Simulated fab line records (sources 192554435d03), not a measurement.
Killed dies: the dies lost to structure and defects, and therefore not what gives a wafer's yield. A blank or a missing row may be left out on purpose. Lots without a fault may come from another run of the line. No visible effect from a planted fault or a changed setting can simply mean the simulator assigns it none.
Matching of chambers || flow n5-finfet || cvd-co-02 running N5_BEOL_M3_CO_CAP_55: 3 sister chambers
The step material Co, precursor CCTBA/H2, target thk 2 nm, time 102.1 s. 16 wafers are shown with their chamber, then 8 later ones without.

== EACH WAFER AND ITS CHAMBER ==
{"wafer": "L074.2", "chamber": 0, "heater-power-w (W)": 241, "susceptor-temp-C (C)": 199.99}
{"wafer": "L074.3", "chamber": 1, "heater-power-w (W)": 272, "susceptor-temp-C (C)": 200.09}
{"wafer": "L074.6", "chamber": 0, "heater-power-w (W)": 243, "susceptor-temp-C (C)": 200.02}
{"wafer": "L076.2", "chamber": 0, "heater-power-w (W)": 240, "susceptor-temp-C (C)": 199.78}
{"wafer": "L076.5", "chamber": 2, "heater-power-w (W)": 250, "susceptor-temp-C (C)": 200.02}
{"wafer": "L076.6", "chamber": 1, "heater-power-w (W)": 271, "susceptor-temp-C (C)": 200.12}
{"wafer": "L079.3", "chamber": 0, "heater-power-w (W)": 240, "susceptor-temp-C (C)": 199.73}
{"wafer": "L079.4", "chamber": 0, "heater-power-w (W)": 238, "susceptor-temp-C (C)": 199.89}
{"wafer": "L079.6", "chamber": 2, "heater-power-w (W)": 255, "susceptor-temp-C (C)": 200.03}
{"wafer": "L089.1", "chamber": 0, "heater-power-w (W)": 238, "susceptor-temp-C (C)": 200.10}
{"wafer": "L089.2", "chamber": 2, "heater-power-w (W)": 249, "susceptor-temp-C (C)": 199.85}
{"wafer": "L089.3", "chamber": 1, "heater-power-w (W)": 275, "susceptor-temp-C (C)": 200.11}
{"wafer": "L093.1", "chamber": 2, "heater-power-w (W)": 254, "susceptor-temp-C (C)": 199.92}
{"wafer": "L093.5", "chamber": 2, "heater-power-w (W)": 247, "susceptor-temp-C (C)": 200.16}
{"wafer": "L093.6", "chamber": 0, "heater-power-w (W)": 241, "susceptor-temp-C (C)": 200.27}
{"wafer": "L094.2", "chamber": 0, "heater-power-w (W)": 238, "susceptor-temp-C (C)": 200.22}

SIGNATURES (averages over the wafers above)
{"reading": "heater-power-w", "chamber 0": 239.88, "chamber 1": 272.67, "chamber 2": 251.00, "scatter within a chamber": 2.44}
{"reading": "susceptor-temp-C", "chamber 0": 200.0000, "chamber 1": 200.1067, "chamber 2": 199.9960, "scatter within a chamber": 0.157}
Rule: a wafer's distance from a chamber is the root of the sum, over the readings, of the square of ((its reading less the chamber's mean) divided by the reading's scatter). The wafer belongs to the nearest chamber; if the next one is less than 2 further off, it can't be placed. The scatter: take each reading less its chamber's mean, square it, sum over the shown wafers, divide by the number of wafers less the number of chambers, and take the root.

== WAFERS WHOSE CHAMBER IS MISSING ==
{"wafer": "L094.3", "heater-power-w (W)": 274, "susceptor-temp-C (C)": 200.32}
{"wafer": "L094.6", "heater-power-w (W)": 275, "susceptor-temp-C (C)": 200.17}
{"wafer": "L095.2", "heater-power-w (W)": 272, "susceptor-temp-C (C)": 200.11}
{"wafer": "L095.3", "heater-power-w (W)": 250, "susceptor-temp-C (C)": 200.02}
{"wafer": "L095.4", "heater-power-w (W)": 249, "susceptor-temp-C (C)": 200.06}
{"wafer": "L097.1", "heater-power-w (W)": 242, "susceptor-temp-C (C)": 199.89}
{"wafer": "L097.2", "heater-power-w (W)": 250, "susceptor-temp-C (C)": 200.25}
{"wafer": "L097.3", "heater-power-w (W)": 268, "susceptor-temp-C (C)": 200.18}

== THE CHAMBER EACH PASSED THROUGH ==
{"wafer": "L094.3", "from the rows above": 1, "in truth": 1}
{"wafer": "L094.6", "from the rows above": 1, "in truth": 1}
{"wafer": "L095.2", "from the rows above": 1, "in truth": 1}
{"wafer": "L095.3", "from the rows above": 2, "in truth": 2}
{"wafer": "L095.4", "from the rows above": 2, "in truth": 2}
{"wafer": "L097.1", "from the rows above": 0, "in truth": 0}
{"wafer": "L097.2", "from the rows above": 2, "in truth": 2}
{"wafer": "L097.3", "from the rows above": 1, "in truth": 1}
Placed correctly: 8 of 8. From these rows, 0 cannot be placed. Wrongly placed: 0.
